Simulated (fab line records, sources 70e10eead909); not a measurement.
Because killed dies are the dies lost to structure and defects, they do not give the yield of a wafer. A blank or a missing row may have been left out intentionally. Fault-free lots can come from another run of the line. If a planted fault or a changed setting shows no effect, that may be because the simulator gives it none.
fab line records    flow nand_harc
record lots=24  wafers=72  last_day=32
route steps=1302 shown A_BLC@1136 A_M0@1162 A_M1@1184
lots with no fault: from the same line, run without faults
start_h: hours from the record's first day to the start of the lot's first wafer shown    wait_h: hours elapsed since this lot's preceding step    " unchanged from the row above    L1.1+2: a single row standing in for several wafers    - no value, or no start given    * or withheld: withheld    < > ~ a bound
route shown NAME@n: names a module that has steps shown in the file, with the first one's number in the route    usual: mean/standard deviation taken from wafers without a fault    same: alike in all rows    chamber/n: place in a boat    sites: readings site by site    _std_site: the values' standard deviation    _edge_site: the outer-site mean with the inner-site mean subtracted    radius_mm: for every site, how far away it sits from the centre of the wafer    mask NAME#n: copy n    behind: tool/chamber where the wafer was last shaped    hold: reason for holding the lot/hours on hold/outcome of the hold    device: the n, p or np transistor that did not switch    end of line: the tests these same wafers got at the end of their route    where a step has no rows: the recipe by itself    killed: dies that structure and defects cost at the first sort, which is not the same as the wafer's yield    map: shows each die of a wafer: x if killed, . if not, _ if none is there
set.NAME: the setting as run; set.NAME@STEP: as run at that earlier step    model.NAME: the simulator's own value behind a step, which no gauge read
route steps across a sampled set of lots; one table per step, one row per wafer
services: the hour from which a tool's chamber was out of use, counted from the record's first day as start_h (under 0 if before that day), plus the number of hours and why
## steps
# step NHARC_A_BLC_INSPECT_28
# usual raw_defect_count=493/110
lot.wafer  tool               chamber  start_h  wait_h  raw_defect_count
L075.2     defect_inspect-02  -        527.87   0.1     535
L075.5     "                  -        "        "       668
L075.6     "                  -        "        "       657
L074.2     defect_inspect-01  -        535.30   0.1     569
L074.3     "                  -        "        "       535
L074.4     "                  -        "        "       518
L076.2     defect_inspect-01  -        542.66   0.1     520
L076.3     "                  -        "        "       448
L076.6     "                  -        "        "       567
L079.1     defect_inspect-02  -        548.98   0.1     432
L079.3     "                  -        "        "       432
L079.6     "                  -        "        "       359
L077.2     defect_inspect-01  -        551.26   0.1     611
L077.3     "                  -        "        "       668
L077.4     "                  -        "        "       465
L078.3     defect_inspect-02  -        557.03   0.1     372
L078.4     "                  -        "        "       431
L078.6     "                  -        "        "       402
L081.1     defect_inspect-02  -        582.30   0.1     554
L081.3     "                  -        "        "       468
L081.5     "                  -        "        "       474
L080.2     defect_inspect-02  -        584.09   0.1     431
L080.3     "                  -        "        "       385
L080.5     "                  -        "        "       445
L082.2     defect_inspect-01  -        598.55   0.1     605
L082.4     "                  -        "        "       633
L082.5     "                  -        "        "       544
L083.1     defect_inspect-02  -        611.21   0.1     375
L083.3     "                  -        "        "       458
L083.4     "                  -        "        "       425
L084.1     defect_inspect-02  -        614.65   0.1     381
L084.3     "                  -        "        "       494
L084.4     "                  -        "        "       411
L085.3     defect_inspect-02  -        625.49   0.1     527
L085.5     "                  -        "        "       410
L085.6     "                  -        "        "       402
L087.1     defect_inspect-01  -        638.54   0.1     311
L087.4     "                  -        "        "       433
L087.6     "                  -        "        "       419
L086.1     defect_inspect-01  -        641.56   0.1     519
L086.4     "                  -        "        "       508
L086.6     "                  -        "        "       539
L088.1     defect_inspect-02  -        659.25   0.1     380
L088.4     "                  -        "        "       405
L088.6     "                  -        "        "       354
L089.4     defect_inspect-02  -        667.80   0.1     533
L089.5     "                  -        "        "       543
L089.6     "                  -        "        "       378
L090.3     defect_inspect-02  -        686.45   0.1     409
L090.4     "                  -        "        "       493
L090.5     "                  -        "        "       563
L092.1     defect_inspect-02  -        691.89   0.1     419
L092.3     "                  -        "        "       339
L092.5     "                  -        "        "       387
L091.3     defect_inspect-02  -        694.89   0.1     644
L091.4     "                  -        "        "       436
L091.5     "                  -        "        "       428
L093.2     defect_inspect-02  -        711.98   0.1     522
L093.3     "                  -        "        "       522
L093.6     "                  -        "        "       451
L095.2     defect_inspect-02  -        717.57   0.1     405
L095.3     "                  -        "        "       310
L095.5     "                  -        "        "       368
L094.1     defect_inspect-01  -        719.04   0.1     851
L094.3     "                  -        "        "       816
L094.4     "                  -        "        "       722
L096.3     defect_inspect-02  -        721.60   0.1     423
L096.5     "                  -        "        "       689
L096.6     "                  -        "        "       501
L097.1     defect_inspect-02  -        734.90   0.1     534
L097.3     "                  -        "        "       352
L097.4     "                  -        "        "       611
# step NHARC_A_M0_CMP_23
# recipe t_overpolish_s=20  target_thk_nm=113.75
# usual motor_current_A=12.1/1.2  time_to_endpoint_s=31/3.6
lot.wafer  tool    chamber  start_h  wait_h  motor_current_A  time_to_endpoint_s
L075.2     cmp-01  1        530.98   -       13.5             27
L075.5     "       0        "        "       10.1             33
L075.6     "       1        "        "       13.2             26
L074.2     cmp-01  2        538.44   -       11.2             30
L074.4     "       3        "        "       12.5             35
L074.3     "       0        "        "       10.4             32
L076.2     cmp-04  2        546.05   -       11.7             31
L076.3     "       3        "        "       11.5             30
L076.6     "       0        "        "       11.4             30
L079.1     cmp-04  0        552.40   -       10.3             27
L079.3     "       2        "        "       11.9             29
L079.6     "       3        "        "       11.7             31
L077.2     cmp-04  2        554.66   -       11.8             32
L077.3     "       3        "        "       11.0             32
L077.4     "       1        "        "       12.3             32
L078.3     cmp-01  2        560.17   -       10.5             33
L078.4     "       1        "        "       13.7             28
L078.6     "       3        "        "       13.0             34
L081.1     cmp-03  0        585.43   -       12.8             21
L081.3     "       1        "        "       13.0             24
L081.5     "       2        "        "       14.1             31
L080.3     cmp-03  2        587.17   -       14.1             33
L080.2     "       0        "        "       13.2             23
L080.5     "       2        "        "       14.1             35
L082.2     cmp-01  0        601.72   -       10.4             32
L082.4     "       1        "        "       13.9             27
L082.5     "       0        "        "       10.2             30
L083.1     cmp-04  3        614.29   -       11.3             33
L083.4     "       0        "        "       11.5             33
L083.3     "       1        "        "       13.0             34
L084.4     cmp-01  0        617.73   -       10.1             32
L084.1     "       1        "        "       14.2             27
L084.3     "       2        "        "       11.0             30
L085.3     cmp-04  0        628.57   -       10.7             27
L085.5     "       1        "        "       13.0             31
L085.6     "       2        "        "       12.0             31
L087.1     cmp-01  0        641.78   -       9.9              33
L087.4     "       2        "        "       11.1             29
L087.6     "       3        "        "       13.1             32
L086.1     cmp-03  1        644.54   -       13.1             23
L086.4     "       3        "        "       11.9             23
L086.6     "       1        "        "       12.7             24
L088.4     cmp-01  0        662.26   -       10.7             35
L088.1     "       1        "        "       13.7             28
L088.6     "       3        "        "       13.4             36
L089.4     cmp-03  1        670.97   -       12.9             25
L089.6     "       3        "        "       11.7             29
L089.5     "       0        "        "       12.7             22
L090.3     cmp-01  2        689.56   -       11.0             33
L090.4     "       1        "        "       13.8             31
L090.5     "       2        "        "       11.3             28
L092.3     cmp-04  3        695.03   -       11.2             33
L092.1     "       1        "        "       13.0             33
L092.5     "       3        "        "       11.1             32
L091.4     cmp-01  2        697.83   -       10.6             31
L091.3     "       3        "        "       12.8             33
L091.5     "       3        "        "       12.9             35
L093.3     cmp-03  3        715.10   -       11.8             31
L093.2     "       0        "        "       13.4             26
L093.6     "       3        "        "       11.8             30
L095.2     cmp-01  1        720.73   -       13.4             32
L095.3     "       2        "        "       10.8             34
L095.5     "       0        "        "       10.7             37
L094.3     cmp-01  1        722.32   -       14.0             26
L094.1     "       2        "        "       11.1             32
L094.4     "       3        "        "       13.3             36
L096.3     cmp-01  2        724.77   -       10.2             33
L096.6     "       3        "        "       12.7             36
L096.5     "       0        "        "       10.1             31
L097.3     cmp-04  2        737.86   -       11.3             29
L097.1     "       0        "        "       11.3             28
L097.4     "       1        "        "       12.8             30
# step NHARC_A_M1_ETCH_15
# recipe target_depth_a=1825  time_s=91.2  c4f8_flow_sccm=withheld  ar_flow_sccm=400  rf_w=600  bias_w=300  chemistry=C4F8/Ar
# usual oes_product_au=0.954/0.021  rf_vpp_V=440.8/2
lot.wafer  tool         chamber  start_h  wait_h  oes_product_au  rf_hours_counter_h  rf_vpp_V
L075.2     rie_diel-02  1        -        -       0.942           7.5                 441.3
L075.6     "            2        "        "       0.955           -                   441.2
L075.5     "            3        "        "       0.938           -                   440.1
L074.2     rie_diel-09  0        -        -       0.973           1.9                 438.8
L074.4     "            2        "        "       0.961           2.2                 443.6
L074.3     "            3        "        "       0.961           2.2                 439.5
L076.2     rie_diel-02  1        -        -       0.970           8.1                 441.6
L076.3     "            0        "        "       0.978           7.8                 442.8
L076.6     "            2        "        "       0.987           -                   441.7
L079.1     rie_diel-02  1        -        -       0.946           8.4                 441.0
L079.3     "            2        "        "       0.958           8.5                 442.1
L079.6     "            1        "        "       0.951           -                   440.3
L077.2     rie_diel-08  2        -        -       0.990           0.2                 444.8
L077.4     "            3        "        "       0.982           0.2                 439.8
L077.3     "            0        "        "       0.966           0.1                 438.9
L078.3     rie_diel-09  1        -        -       0.934           3.2                 441.0
L078.4     "            2        "        "       0.942           4.0                 442.7
L078.6     "            1        "        "       0.942           -                   442.3
L081.3     rie_diel-02  2        -        -       0.971           0.1                 443.3
L081.1     "            3        "        "       0.966           0.1                 438.0
L081.5     "            1        "        "       0.979           -                   441.1
L080.2     rie_diel-08  1        -        -       0.951           1.3                 437.3
L080.3     "            3        "        "       0.963           1.4                 438.7
L080.5     "            0        "        "       0.957           -                   439.8
L082.4     rie_diel-02  0        -        -       0.936           1.2                 442.7
L082.2     "            1        "        "       0.933           1.2                 440.1
L082.5     "            2        "        "       0.927           -                   442.8
L083.3     rie_diel-02  3        -        -       0.974           1.0                 440.7
L083.4     "            0        "        "       0.963           1.5                 442.2
L083.1     "            1        "        "       0.963           1.5                 440.0
L084.3     rie_diel-02  0        -        -       0.969           1.9                 441.2
L084.4     "            1        "        "       0.992           2.1                 441.3
L084.1     "            2        "        "       0.975           2.1                 442.1
L085.3     rie_diel-02  0        -        -       0.924           2.6                 441.0
L085.6     "            0        "        "       0.915           -                   442.2
L085.5     "            1        "        "       0.931           -                   441.5
L087.4     rie_diel-08  2        -        -       0.960           2.7                 444.2
L087.1     "            3        "        "       0.935           2.7                 440.4
L087.6     "            3        "        "       0.952           -                   441.0
L086.4     rie_diel-08  0        -        -       0.943           2.8                 440.2
L086.1     "            2        "        "       0.927           3.2                 444.9
L086.6     "            0        "        "       0.928           -                   438.2
L088.4     rie_diel-08  3        -        -       0.915           3.6                 439.1
L088.1     "            1        "        "       0.927           3.6                 437.9
L088.6     "            3        "        "       0.919           -                   441.1
L089.4     rie_diel-08  2        -        -       0.940           3.9                 443.4
L089.6     "            1        "        "       0.925           -                   437.2
L089.5     "            2        "        "       0.929           -                   445.7
L090.3     rie_diel-09  2        -        -       0.949           0.3                 441.9
L090.4     "            0        "        "       0.964           0.2                 438.8
L090.5     "            2        "        "       0.946           -                   440.9
L092.1     rie_diel-02  1        -        -       0.934           6.9                 440.1
L092.3     "            2        "        "       0.933           6.5                 442.6
L092.5     "            1        "        "       0.935           -                   442.3
L091.3     rie_diel-09  0        -        -       0.973           0.4                 437.7
L091.4     "            2        "        "       0.941           0.5                 442.7
L091.5     "            1        "        "       0.959           -                   440.6
L093.2     rie_diel-09  0        -        -       0.959           1.9                 438.2
L093.3     "            2        "        "       0.964           2.2                 443.2
L093.6     "            3        "        "       0.971           -                   440.5
L095.3     rie_diel-09  3        -        -       0.956           3.7                 440.7
L095.2     "            1        "        "       0.961           2.3                 441.5
L095.5     "            0        "        "       0.956           -                   437.6
L094.1     rie_diel-02  0        -        -       0.968           8.2                 441.4
L094.4     "            1        "        "       0.998           8.7                 441.9
L094.3     "            3        "        "       0.978           7.2                 440.1
L096.3     rie_diel-09  0        -        -       0.947           3.3                 437.7
L096.5     "            1        "        "       0.930           -                   441.8
L096.6     "            2        "        "       0.975           -                   443.3
L097.4     rie_diel-08  2        -        -       0.953           0.1                 444.0
L097.1     "            0        "        "       0.944           0.1                 437.9
L097.3     "            1        "        "       0.962           0.1                 437.8
# step NHARC_A_M1_CD_MEAS_16
# usual cd_nm=120.1/1.1
lot.wafer  tool       chamber  start_h  wait_h  cd_nm
L075.2     cd_sem-01  -        533.32   -       119.9
L075.5     "          -        "        "       121.1
L075.6     "          -        "        "       118.4
L074.2     cd_sem-03  -        541.02   -       120.4
L074.3     "          -        "        "       121.4
L074.4     "          -        "        "       120.9
L076.2     cd_sem-03  -        548.22   -       119.8
L076.3     "          -        "        "       119.2
L076.6     "          -        "        "       118.7
L079.1     cd_sem-01  -        554.87   -       118.6
L079.3     "          -        "        "       123.0
L079.6     "          -        "        "       120.3
L077.2     cd_sem-01  -        557.01   -       120.3
L077.3     "          -        "        "       119.0
L077.4     "          -        "        "       118.3
L078.3     cd_sem-03  -        562.56   -       120.0
L078.4     "          -        "        "       119.3
L078.6     "          -        "        "       119.5
L081.1     cd_sem-01  -        587.73   -       121.2
L081.3     "          -        "        "       120.9
L081.5     "          -        "        "       120.3
L080.2     cd_sem-02  -        589.54   -       119.7
L080.3     "          -        "        "       120.0
L080.5     "          -        "        "       120.5
L082.2     cd_sem-03  -        604.53   -       120.2
L082.4     "          -        "        "       120.2
L082.5     "          -        "        "       120.3
L083.1     cd_sem-03  -        616.52   -       118.8
L083.3     "          -        "        "       119.4
L083.4     "          -        "        "       118.0
L084.1     cd_sem-01  -        619.96   -       119.2
L084.3     "          -        "        "       119.1
L084.4     "          -        "        "       120.0
L085.3     cd_sem-03  -        630.85   -       121.1
L085.5     "          -        "        "       119.6
L085.6     "          -        "        "       119.4
L087.1     cd_sem-03  -        644.15   -       120.8
L087.4     "          -        "        "       118.8
L087.6     "          -        "        "       119.2
L086.1     cd_sem-03  -        646.88   -       121.3
L086.4     "          -        "        "       119.9
L086.6     "          -        "        "       119.5
L088.1     cd_sem-01  -        664.61   -       118.1
L088.4     "          -        "        "       121.3
L088.6     "          -        "        "       122.3
L089.4     cd_sem-03  -        673.28   -       121.2
L089.5     "          -        "        "       119.5
L089.6     "          -        "        "       119.9
L090.3     cd_sem-02  -        691.80   -       120.8
L090.4     "          -        "        "       120.3
L090.5     "          -        "        "       119.0
L092.1     cd_sem-03  -        697.37   -       119.0
L092.3     "          -        "        "       122.5
L092.5     "          -        "        "       122.1
L091.3     cd_sem-03  -        700.07   -       120.0
L091.4     "          -        "        "       119.5
L091.5     "          -        "        "       120.2
L093.2     cd_sem-03  -        717.31   -       121.0
L093.3     "          -        "        "       121.2
L093.6     "          -        "        "       119.2
L095.2     cd_sem-01  -        723.00   -       121.0
L095.3     "          -        "        "       120.5
L095.5     "          -        "        "       119.0
L094.1     cd_sem-01  -        724.67   -       120.5
L094.3     "          -        "        "       122.4
L094.4     "          -        "        "       122.7
L096.3     cd_sem-01  -        727.05   -       119.7
L096.5     "          -        "        "       121.9
L096.6     "          -        "        "       121.0
L097.1     cd_sem-01  -        740.09   -       119.1
L097.3     "          -        "        "       119.3
L097.4     "          -        "        "       120.7
# step NHARC_A_M1_DEGAS_29
# recipe temp_c=250  time_s=60
# usual heater_power_w=359/35  susceptor_temp_C=250.01/0.18
lot.wafer  tool            chamber  start_h  wait_h  heater_power_w  susceptor_temp_C
L075.2     pvd_sputter-02  -        534.03   -       428             250.05
L075.5     "               -        "        "       429             250.05
L075.6     "               -        "        "       385             250.03
L074.4     pvd_sputter-01  -        541.73   -       342             250.18
L074.3     "               -        "        "       383             250.04
L074.2     "               -        "        "       374             249.88
L076.2     pvd_sputter-01  -        548.94   -       375             249.82
L076.3     "               -        "        "       339             249.92
L076.6     "               -        "        "       386             250.06
L079.3     pvd_sputter-03  -        555.58   -       370             249.83
L079.1     "               -        "        "       377             250.31
L079.6     "               -        "        "       364             250.00
L077.2     pvd_sputter-02  -        557.72   -       375             250.21
L077.4     "               -        "        "       302             250.12
L077.3     "               -        "        "       421             250.17
L078.4     pvd_sputter-01  -        563.26   -       335             250.21
L078.3     "               -        "        "       340             249.74
L078.6     "               -        "        "       336             250.04
L081.3     pvd_sputter-02  -        588.45   -       302             250.14
L081.1     "               -        "        "       369             250.01
L081.5     "               -        "        "       429             249.87
L080.2     pvd_sputter-03  -        590.25   -       375             249.99
L080.3     "               -        "        "       368             249.92
L080.5     "               -        "        "       385             250.14
L082.4     pvd_sputter-03  -        605.24   -       379             250.15
L082.2     "               -        "        "       374             250.09
L082.5     "               -        "        "       370             250.22
L083.3     pvd_sputter-02  -        617.23   -       381             250.00
L083.1     "               -        "        "       297             249.89
L083.4     "               -        "        "       373             250.01
L084.3     pvd_sputter-03  -        620.68   -       365             250.09
L084.4     "               -        "        "       380             250.03
L084.1     "               -        "        "       313             250.13
L085.3     pvd_sputter-01  -        631.57   -       320             250.00
L085.5     "               -        "        "       396             249.87
L085.6     "               -        "        "       368             249.80
L087.4     pvd_sputter-01  -        644.90   -       362             249.90
L087.1     "               -        "        "       359             249.91
L087.6     "               -        "        "       360             249.61
L086.1     pvd_sputter-03  -        647.60   -       377             249.98
L086.4     "               -        "        "       379             250.10
L086.6     "               -        "        "       379             250.04
L088.4     pvd_sputter-03  -        665.39   -       364             250.18
L088.1     "               -        "        "       370             249.61
L088.6     "               -        "        "       304             250.32
L089.4     pvd_sputter-03  -        674.01   -       372             250.19
L089.5     "               -        "        "       309             249.86
L089.6     "               -        "        "       374             249.91
L090.3     pvd_sputter-03  -        692.52   -       305             250.24
L090.4     "               -        "        "       367             250.17
L090.5     "               -        "        "       307             250.13
L092.3     pvd_sputter-02  -        698.09   -       310             250.26
L092.1     "               -        "        "       373             250.03
L092.5     "               -        "        "       307             250.07
L091.3     pvd_sputter-03  -        700.79   -       387             -
L091.4     "               -        "        "       377             -
L091.5     "               -        "        "       382             -
L093.2     pvd_sputter-01  -        718.02   -       359             249.60
L093.3     "               -        "        "       358             249.94
L093.6     "               -        "        "       398             250.05
L095.3     pvd_sputter-03  -        723.72   -       366             249.78
L095.2     "               -        "        "       290             250.40
L095.5     "               -        "        "       369             249.69
L094.3     pvd_sputter-02  -        725.39   -       421             249.95
L094.4     "               -        "        "       376             250.11
L094.1     "               -        "        "       344             249.99
L096.3     pvd_sputter-03  -        727.77   -       394             250.34
L096.6     "               -        "        "       289             250.18
L096.5     "               -        "        "       379             250.15
L097.3     pvd_sputter-02  -        740.81   -       352             249.93
L097.1     "               -        "        "       414             249.75
L097.4     "               -        "        "       379             249.93
# step NHARC_A_M1_PVD_21
# recipe target_thk_a=300  chamber_pressure_pa=5  power_w=5000  substrate_temp_c=30  time_s=20.49  material=Cu
# usual throttle_valve_pct=30.0/1
lot.wafer  tool            chamber  start_h  wait_h  throttle_valve_pct
L075.2     pvd_sputter-02  -        -        -       29.6
L075.5     "               -        "        "       30.7
L075.6     "               -        "        "       29.7
L074.3     pvd_sputter-01  -        -        -       28.3
L074.2     "               -        "        "       29.3
L074.4     "               -        "        "       31.9
L076.2     pvd_sputter-01  -        -        -       28.4
L076.3     "               -        "        "       31.8
L076.6     "               -        "        "       28.7
L079.1     pvd_sputter-03  -        -        -       30.5
L079.3     "               -        "        "       30.7
L079.6     "               -        "        "       28.3
L077.2     pvd_sputter-02  -        -        -       29.8
L077.3     "               -        "        "       30.3
L077.4     "               -        "        "       29.7
L078.4     pvd_sputter-01  -        -        -       32.1
L078.3     "               -        "        "       28.1
L078.6     "               -        "        "       30.2
L081.1     pvd_sputter-02  -        -        -       29.7
L081.3     "               -        "        "       29.4
L081.5     "               -        "        "       30.8
L080.3     pvd_sputter-03  -        -        -       30.8
L080.2     "               -        "        "       30.5
L080.5     "               -        "        "       30.8
L082.2     pvd_sputter-03  -        -        -       30.8
L082.4     "               -        "        "       30.8
L082.5     "               -        "        "       30.9
L083.3     pvd_sputter-02  -        -        -       30.3
L083.1     "               -        "        "       30.0
L083.4     "               -        "        "       29.7
L084.3     pvd_sputter-03  -        -        -       30.4
L084.4     "               -        "        "       28.0
L084.1     "               -        "        "       30.9
L085.3     pvd_sputter-01  -        -        -       29.5
L085.5     "               -        "        "       29.2
L085.6     "               -        "        "       30.9
L087.4     pvd_sputter-01  -        -        -       29.2
L087.1     "               -        "        "       28.4
L087.6     "               -        "        "       30.8
L086.1     pvd_sputter-03  -        -        -       28.0
L086.4     "               -        "        "       30.6
L086.6     "               -        "        "       28.5
L088.1     pvd_sputter-03  -        -        -       28.0
L088.4     "               -        "        "       30.9
L088.6     "               -        "        "       31.0
L089.4     pvd_sputter-03  -        -        -       30.7
L089.5     "               -        "        "       28.2
L089.6     "               -        "        "       30.6
L090.3     pvd_sputter-03  -        -        -       28.2
L090.4     "               -        "        "       30.8
L090.5     "               -        "        "       30.8
L092.1     pvd_sputter-02  -        -        -       29.6
L092.3     "               -        "        "       30.9
L092.5     "               -        "        "       31.1
L091.4     pvd_sputter-03  -        -        -       30.6
L091.3     "               -        "        "       30.6
L091.5     "               -        "        "       30.7
L093.2     pvd_sputter-01  -        -        -       28.6
L093.3     "               -        "        "       29.0
L093.6     "               -        "        "       29.2
L095.2     pvd_sputter-03  -        -        -       29.7
L095.3     "               -        "        "       28.3
L095.5     "               -        "        "       29.7
L094.3     pvd_sputter-02  -        -        -       29.6
L094.4     "               -        "        "       31.2
L094.1     "               -        "        "       30.9
L096.3     pvd_sputter-03  -        -        -       27.8
L096.5     "               -        "        "       28.1
L096.6     "               -        "        "       31.0
L097.4     pvd_sputter-02  -        -        -       31.4
L097.3     "               -        "        "       31.2
L097.1     "               -        "        "       29.7
## services
tool            chamber  start_h  hours  kind
pvd_sputter-03  -        526.00   10.0   pm
rie_diel-02     0        537.66   8.0    repair
rie_diel-08     -        544.80   9.0    pm
rie_diel-02     -        545.84   0.3    repair
cmp-04          -        557.51   43.7   repair
rie_diel-02     -        570.77   9.0    pm
pvd_sputter-03  -        575.24   1.9    repair
cmp-01          -        577.50   4.0    pm
pvd_sputter-01  -        582.07   10.0   pm
rie_diel-02     3        600.48   3.7    repair
cmp-04          -        608.26   2.5    repair
pvd_sputter-02  -        638.00   10.0   pm
rie_diel-08     2        648.22   4.6    repair
cmp-04          -        656.31   0.9    repair
rie_diel-08     1        665.19   1.2    repair
rie_diel-09     0        670.44   4.8    repair
rie_diel-02     -        671.29   1.4    repair
rie_diel-09     -        674.10   9.0    pm
cmp-01          -        675.50   4.0    pm
cmp-04          -        678.83   16.1   repair
pvd_sputter-01  -        685.65   8.8    repair
pvd_sputter-03  -        704.00   10.0   pm
pvd_sputter-02  -        720.28   1.0    repair
cmp-01          -        740.81   1.5    repair
## key
fault none
